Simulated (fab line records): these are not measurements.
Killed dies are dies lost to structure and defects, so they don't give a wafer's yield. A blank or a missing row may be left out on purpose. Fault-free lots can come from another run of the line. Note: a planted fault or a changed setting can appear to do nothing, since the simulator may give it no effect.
Matching of chambers ; flow nand harc ; rie diel-01 running NHARC_A_STAIRCASE_DESCUM_312: 4 sister chambers
The step chemistry O2, time 3 s. 8 wafers are shown with their chamber, then 12 later ones without.

WAFERS, EACH WITH ITS CHAMBER
wafer;chamber;drypump motor current A (A);oes product au (a.u.)
L082.3;3;6.3;1.010
L083.6;3;6.3;1.001
L090.3;1;6.3;1.000
L090.4;0;5.7;1.018
L090.5;2;5.7;1.001
L092.1;1;6.2;0.980
L092.2;2;5.7;1.003
L092.3;0;5.7;1.019

WAFERS WHOSE CHAMBER IS MISSING
wafer;drypump motor current A (A);oes product au (a.u.)
L091.1;5.7;1.023
L091.4;6.3;1.022
L091.5;5.7;0.994
L093.1;6.3;0.995
L093.4;5.7;1.011
L093.5;6.3;1.018
L094.3;6.3;1.019
L094.5;6.2;0.989
L094.6;5.7;1.026
L097.1;6.2;0.979
L097.2;6.3;1.003
L097.6;5.7;1.006

EACH ONE'S CHAMBER
wafer;from the rows above;in truth
L091.1;0;0
L091.4;3;3
L091.5;2;2
L093.1;can't be placed: 3 or 1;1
L093.4;can't be placed: 0 or 2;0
L093.5;3;3
L094.3;3;3
L094.5;1;1
L094.6;0;0
L097.1;1;1
L097.2;can't be placed: 3 or 1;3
L097.6;can't be placed: 2 or 0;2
Correct placement for 8 of the 12. From these rows, 4 cannot be placed; in 4 the true chamber is one of the candidates. 0 placed wrongly.
How it was worked out, from the rows above alone: a wafer's distance from a chamber is the root of the sum, over the readings, of the square of ((its reading less the chamber's mean) divided by the reading's scatter). If the next closest chamber is less than 2 further off than the closest, the wafer can't be placed; otherwise it belongs to the closest. The mean given for a chamber averages the wafers shown for that chamber. How the scatter is found: for the shown wafers, subtract from each reading the mean of its chamber, square and add these, divide the total by (wafers less chambers), then take the root.
